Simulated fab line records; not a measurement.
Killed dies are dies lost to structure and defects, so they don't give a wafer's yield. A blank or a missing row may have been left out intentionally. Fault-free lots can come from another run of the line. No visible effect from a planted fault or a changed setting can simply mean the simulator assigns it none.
What tool caused it? :: flow n5_finfet :: 12 lots, 36 wafers sampled, at 3 steps of a route of 1938

WHAT THE GAUGES SHOWED, per wafer
N5_BEOL_M12_INSPECT_12: inspects for defects (macro).
lot: L076
measured: day 11 00:50
on: defect_inspect-02
raw_defect_count: 2 1 3

lot: L078
measured: day 11 17:57
on: defect_inspect-02
raw_defect_count: 4 1 4

lot: L079
measured: day 12 03:20
on: defect_inspect-01
raw_defect_count: 4 4 1

lot: L081
measured: day 12 16:36
on: defect_inspect-02
raw_defect_count: 1 3 4

lot: L082
measured: day 12 23:38
on: defect_inspect-01
raw_defect_count: 1 0 1

lot: L085
measured: day 14 05:53
on: defect_inspect-01
raw_defect_count: 1 0 1

lot: L088
measured: day 14 07:45
on: defect_inspect-01
raw_defect_count: 1 4 0

lot: L091
measured: day 14 10:50
on: defect_inspect-02
raw_defect_count: 0 2 1

lot: L089
measured: day 14 20:40
on: defect_inspect-01
raw_defect_count: 2 2 1

lot: L094
measured: day 15 17:21
on: defect_inspect-02
raw_defect_count: 4 2 0

lot: L093
measured: day 15 22:36
on: defect_inspect-01
raw_defect_count: 1 1 2

lot: L096
measured: day 16 12:04
on: defect_inspect-01
raw_defect_count: 2 3 0

WHAT TOOL EACH LOT RAN ON (gives the tool, then ch and the chambers of the sampled wafers, and finally the start)
lot: L076
N5_BEOL_M11_STRIP_19: rie_diel-01 ch 1,3, day 10 18:59
N5_BEOL_M11_ANNEAL_51: rtp_anneal-02 ch 0, day 10 23:26

lot: L078
N5_BEOL_M11_STRIP_19: rie_diel-04 ch 0,1, day 11 11:15
N5_BEOL_M11_ANNEAL_51: rtp_anneal-01 ch 0, day 11 16:36

lot: L079
N5_BEOL_M11_STRIP_19: rie_diel-01 ch 0,1,2, day 11 20:14
N5_BEOL_M11_ANNEAL_51: rtp_anneal-02 ch 0, day 12 02:04

lot: L081
N5_BEOL_M11_STRIP_19: rie_diel-05 ch 0,1,2, day 12 12:16
N5_BEOL_M11_ANNEAL_51: rtp_anneal-02 ch 0, day 12 15:20

lot: L082
N5_BEOL_M11_STRIP_19: rie_diel-05 ch 0,1, day 12 18:48
N5_BEOL_M11_ANNEAL_51: rtp_anneal-02 ch 0, day 12 22:21

lot: L085
N5_BEOL_M11_STRIP_19: rie_diel-04 ch 1,2,3, day 13 22:04
N5_BEOL_M11_ANNEAL_51: rtp_anneal-02 ch 0, day 14 04:13

lot: L088
N5_BEOL_M11_STRIP_19: rie_diel-04 ch 0,2, day 14 01:10
N5_BEOL_M11_ANNEAL_51: rtp_anneal-02 ch 0, day 14 06:13

lot: L091
N5_BEOL_M11_STRIP_19: rie_diel-04 ch 0,2,3, day 14 04:49
N5_BEOL_M11_ANNEAL_51: rtp_anneal-01 ch 0, day 14 09:32

lot: L089
N5_BEOL_M11_STRIP_19: rie_diel-05 ch 1,3, day 14 13:23
N5_BEOL_M11_ANNEAL_51: rtp_anneal-01 ch 0, day 14 19:14

lot: L094
N5_BEOL_M11_STRIP_19: rie_diel-04 ch 1,2, day 15 10:26
N5_BEOL_M11_ANNEAL_51: rtp_anneal-02 ch 0, day 15 15:56

lot: L093
N5_BEOL_M11_STRIP_19: rie_diel-01 ch 1,2,3, day 15 15:56
N5_BEOL_M11_ANNEAL_51: rtp_anneal-02 ch 0, day 15 21:19

lot: L096
N5_BEOL_M11_STRIP_19: rie_diel-04 ch 0,1,2, day 16 06:07
N5_BEOL_M11_ANNEAL_51: rtp_anneal-02 ch 0, day 16 10:43
- N5_BEOL_M11_STRIP_19: strips in O2.
- N5_BEOL_M11_ANNEAL_51: time 90 s.

THE ANSWER, worked out from the rows above alone
Rule: what is usual is taken from the lots themselves. Put in order of their means at a reading, lots are off if they are a third of the lots or fewer, leave a main group of 4 or more, and stand apart from it by a gap of 3 or more times the standard deviation of the main group's means; of several such gaps the widest counts. If all means in a main group match to the digits the tables above print for the reading, that group is not used. Also off: a lot with no number at a reading for which 4 or more lots have one. Any other lot the step has rows for is counted as sound.
No lot is off at any reading shown: from this, nothing can be told.

WHAT WAS PUT IN BY THE SIMULATOR
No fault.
